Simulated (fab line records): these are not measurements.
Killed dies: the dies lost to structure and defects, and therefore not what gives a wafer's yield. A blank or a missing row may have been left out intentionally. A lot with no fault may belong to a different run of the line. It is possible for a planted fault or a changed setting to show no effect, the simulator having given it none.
Split-lot study + flow n5 finfet + route with 1938 steps; 7 lots, 21 wafers read

== THE SPLIT ==
At N5_GATE_CUT_HM_DEP_46 (deposits SiO2 from TEOS/O2, target thk 130 nm, time 26.6 s), the setting time s was moved away from the recipe's 26.6 s on 3 of the 21 wafers read, by -6.4% to +14.1%. The other wafers ran this setting at the recipe's value.

== FROM THE SPLIT TO THE READING: what the file shows between them, 6 steps ==
- N5_GATE_CUT_COAT_34: time 60 s, resist thk 60 nm
- N5_GATE_CUT_COAT_35: time 60 s, resist thk 10 nm
- N5_GATE_CUT_STRIP_38: strips in N2/H2
- N5_GATE_CUT_STRIP_39: strips in N2/H2
- N5_GATE_CUT_HM_OPEN_40: chemistry C4F6/O2, target SiO2, target depth 139 nm, time 85.1 s
- N5_GATE_CUT_CMP_23: polishes, stops on SiO2, t overpolish 23.4 s, target thk 16 nm (also split here: down force psi)

== THE READING ==
GC_FILL_THK, in nm, at N5_GATE_CUT_THK_MEAS_24. Typical for fault-free wafers on this fab line: 221.0 nm, with standard deviation 1.9 nm.

| wafer  | tool, chamber at the split | time s as run, s | against the recipe | GC_FILL_THK, nm | against lot-mates on the recipe |
|--------|----------------------------|------------------|--------------------|-----------------|---------------------------------|
| L075.3 | pecvd-04, 1                | 24.89            | -6.4%              | 209.1           | -10.0                           |
| L075.4 | pecvd-04, 2                | 26.6             | recipe             | 218.2           | -                               |
| L075.6 | pecvd-04, 0                | 26.6             | recipe             | 220.0           | -                               |
| L076.3 | pecvd-04, 2                | 26.6             | recipe             | 220.8           | -                               |
| L076.5 | pecvd-04, 2                | 30.26            | +13.8%             | 238.0           | +17.8                           |
| L076.6 | pecvd-04, 1                | 26.6             | recipe             | 219.6           | -                               |
| L077.1 | pecvd-01, 2                | 26.6             | recipe             | 219.5           | -                               |
| L077.2 | pecvd-01, 0                | 30.36            | +14.1%             | 237.9           | +19.2                           |
| L077.3 | pecvd-01, 1                | 26.6             | recipe             | 218.0           | -                               |
| L080.2 | pecvd-03, 0                | 26.6             | recipe             | 222.2           | -                               |
| L080.3 | pecvd-03, 2                | 26.6             | recipe             | 219.2           | -                               |
| L080.5 | pecvd-03, 0                | 26.6             | recipe             | 221.6           | -                               |
| L081.3 | pecvd-01, 0                | 26.6             | recipe             | 222.9           | -                               |
| L081.5 | pecvd-01, 1                | 26.6             | recipe             | 224.0           | -                               |
| L081.6 | pecvd-01, 2                | 26.6             | recipe             | 225.5           | -                               |
| L083.1 | pecvd-04, 1                | 26.6             | recipe             | 219.6           | -                               |
| L083.3 | pecvd-04, 2                | 26.6             | recipe             | 221.3           | -                               |
| L083.4 | pecvd-04, 2                | 26.6             | recipe             | 221.5           | -                               |
| L093.1 | pecvd-01, 2                | 26.6             | recipe             | 221.2           | -                               |
| L093.4 | pecvd-01, 2                | 26.6             | recipe             | 224.3           | -                               |
| L093.5 | pecvd-01, 0                | 26.6             | recipe             | 221.7           | -                               |

THE FIT
A straight line over all 21 wafers: GC_FILL_THK changes by +1.28 nm for each +1% of time s; r = +0.94; the points scatter about the line by 2.2 nm.
The same after taking each lot's own level away (the mean of its wafers on the recipe; 21 wafers): +1.35 nm for each +1%; r = +0.99; scatter 1.1 nm.
That fit puts the effect of the largest move of time s on the reading at 19 nm.
Across the lots, their own levels run from 218.75 to 224.13 nm, a range of 2.8 times the standard deviation given above.
So the lot-to-lot level changes the slope little: the two slopes agree.
Check: for one of the wafers moved furthest among these (+14.1%), held out of the fit, the line's prediction against its lot-mates is +18.9 nm. It came out at +19.2 nm against them.

== THESE WAFERS: OTHER SPLITS ==
These wafers also went through other splits before the reading. Each is held against what the fit with the lots' levels taken away leaves over:
| other split on the same wafers     | wafers away from the commonest value | r with GC_FILL_THK (lot level and that fit taken away) |
|------------------------------------|--------------------------------------|--------------------------------------------------------|
| N5_FIN_CUT_EXPOSE_05 dose mj       | 6                                    | -0.19                                                  |
| N5_SD_EPI_N_PEB_07 peb temp c      | 6                                    | -0.04                                                  |
| N5_HKMG_FIN_PWFM_ALD_03 ald cycles | 8                                    | +0.21                                                  |
| N5_HKMG_FIN_PEB_10 peb time s      | 8                                    | +0.12                                                  |
| N5_GATE_CUT_CMP_23 down force psi  | 9                                    | -0.10                                                  |

== THE WHOLE CHAIN: every reading that the file lists as answering this split, in the file's order ==
| step                    | what it does                                                     | reading                                                                            | change (the file's fit)                | r (the file's) |
|-------------------------|------------------------------------------------------------------|------------------------------------------------------------------------------------|----------------------------------------|----------------|
| N5_GATE_CUT_HM_DEP_46   | deposits SiO2 from TEOS/O2, target thk 130 nm, time 26.6 s       | SiO2_of_GATE_CUT_HM_DEP_46.thk nm (the simulator's own value, which no gauge read) | +1.36 nm for each +1% of the setting   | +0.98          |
| N5_GATE_CUT_HM_OPEN_40  | chemistry C4F6/O2, target SiO2, target depth 139 nm, time 85.1 s | etch rf on time s                                                                  | withheld for each +1% of the setting   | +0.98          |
| N5_GATE_CUT_HM_OPEN_40  | chemistry C4F6/O2, target SiO2, target depth 139 nm, time 85.1 s | etch.depth nm (the simulator's own value, which no gauge read)                     | +1.36 nm for each +1% of the setting   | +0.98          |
| N5_GATE_CUT_HM_OPEN_40  | chemistry C4F6/O2, target SiO2, target depth 139 nm, time 85.1 s | SOC_of_GATE_CUT_COAT_34.thk nm (the simulator's own value, which no gauge read)    | -0.274 nm for each +1% of the setting  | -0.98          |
| N5_GATE_CUT_THK_MEAS_24 |                                                                  | GC_FILL_THK                                                                        | +1.35 for each +1% of the setting      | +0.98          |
| N5_GATE_CUT_CMP_43      | polishes SiO2                                                    | SiO2_of_GATE_CUT_HM_DEP_46.thk nm (the simulator's own value, which no gauge read) | +0.0657 nm for each +1% of the setting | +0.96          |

== FILE'S OWN FIT ==
GC_FILL_THK changes by +1.35 nm for each +1% of time s, r = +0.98.
